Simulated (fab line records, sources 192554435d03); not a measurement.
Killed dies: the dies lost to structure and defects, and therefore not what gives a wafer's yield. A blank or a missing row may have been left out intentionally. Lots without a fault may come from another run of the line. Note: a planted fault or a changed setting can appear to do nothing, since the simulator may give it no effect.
Commonality check across tools ; flow n5 finfet ; Sample size 9 lots and 27 wafers

== REASON FOR OPENING ==
At N5_FIN_SAQP_INSPECT_18 the reading raw defect count is flagged on 2 of 9 lots. Fault-free wafers read 417, with a standard deviation of 130.
Rule: a lot is flagged in two cases, either no wafer of it has a number, or all its wafers with numbers fall more than 4 standard deviations from that mean. As for the other lots, they are considered sound.

lot;measured;on;raw defect count, wafer by wafer;flag
L617;day 1 21:30;defect inspect-02;176 296 340;
L619;day 2 09:26;defect inspect-02;300 420 338;
L621;day 2 23:04;defect inspect-02;600 334 305;
L622;day 3 04:29;defect inspect-02;481 362 363;
L623;day 3 09:29;defect inspect-01;356 330 392;
L630;day 5 05:33;defect inspect-02;400 276 534;
L631;day 5 11:03;defect inspect-01;249 319 374;
L638;day 7 03:50;defect inspect-02;1507 1429 1626;FLAGGED
L640;day 7 15:55;defect inspect-01;1383 1355 1393;FLAGGED
The mean of the flagged lots' numbers is 1449, +1032 from the usual (+8 standard deviations).

== EACH LOT AND THE TOOL IT RAN ON ==
The record holds 2 process steps before the reading, out of a route of 1938 steps. Each cell gives the tool, then ch followed by the chambers the sampled wafers passed through, then the start.
lot;flag;N5_PMOS_HMC_CHANNEL_EPI_CMP_21;N5_FIN_SAQP_PRECLEAN_42
L617;;cmp-04 ch 0,3, day 1 19:06;wet bench-05 ch 0,6,7, day 1 20:01
L619;;cmp-02 ch 1,2,3, day 2 07:21;wet bench-03 ch 1,4,6, day 2 08:07
L621;;cmp-03 ch 1,2,3, day 2 20:46;wet bench-03 ch 0,3,6, day 2 21:38
L622;;cmp-02 ch 0,2,3, day 3 02:16;wet bench-02 ch 0,1,2, day 3 03:05
L623;;cmp-04 ch 0,1,3, day 3 07:17;wet bench-02 ch 2,3,5, day 3 08:07
L630;;cmp-04 ch 1,2, day 5 01:58;wet bench-05 ch 1,2,7, day 5 02:58
L631;;cmp-04 ch 1,3, day 5 08:20;wet bench-05 ch 3,4,6, day 5 09:12
L638;FLAGGED;cmp-04 ch 1,2,3, day 7 01:41;wet bench-05 ch 1,3,4, day 7 02:29
L640;FLAGGED;cmp-02 ch 0,3, day 7 13:09;wet bench-05 ch 1,2,7, day 7 14:04
What these steps do:
- N5_PMOS_HMC_CHANNEL_EPI_CMP_21: polishes SiGe30, target thk 54 nm.
- N5_FIN_SAQP_PRECLEAN_42: cleans in O3/DIW, time 60 s.
- N5_FIN_SAQP_INSPECT_18: inspects for defects (brightfield).

== FLAGGED AGAINST TOTAL, ONE TOOL AT A TIME (gauges that did the reading follow at the end) ==
step;tool;lots run;flagged;share of the flagged lots;sound lots run after its first flagged lot
N5_PMOS_HMC_CHANNEL_EPI_CMP_21;cmp-02;3;1;some;0
N5_PMOS_HMC_CHANNEL_EPI_CMP_21;cmp-03;1;0;none;-
N5_PMOS_HMC_CHANNEL_EPI_CMP_21;cmp-04;5;1;some;0
N5_FIN_SAQP_PRECLEAN_42;wet bench-02;2;0;none;-
N5_FIN_SAQP_PRECLEAN_42;wet bench-03;2;0;none;-
N5_FIN_SAQP_PRECLEAN_42;wet bench-05;5;2;all;0
N5_FIN_SAQP_INSPECT_18;defect inspect-01;3;1;some;0
N5_FIN_SAQP_INSPECT_18;defect inspect-02;6;1;some;0

== WHAT THE TABLE ALLOWS ==
1 row of the table ran every flagged lot: wet bench-05 at N5_FIN_SAQP_PRECLEAN_42.
- wet bench-05 at N5_FIN_SAQP_PRECLEAN_42: 2 of its 5 lots flagged. A fault beginning between L631 (day 5 09:12), its last sound lot, and L638 (day 7 02:29), its first flagged one, fits the data.
Left over: one tool, wet bench-05 at N5_FIN_SAQP_PRECLEAN_42.

== WHAT THE SIMULATOR HAD INSERTED ==
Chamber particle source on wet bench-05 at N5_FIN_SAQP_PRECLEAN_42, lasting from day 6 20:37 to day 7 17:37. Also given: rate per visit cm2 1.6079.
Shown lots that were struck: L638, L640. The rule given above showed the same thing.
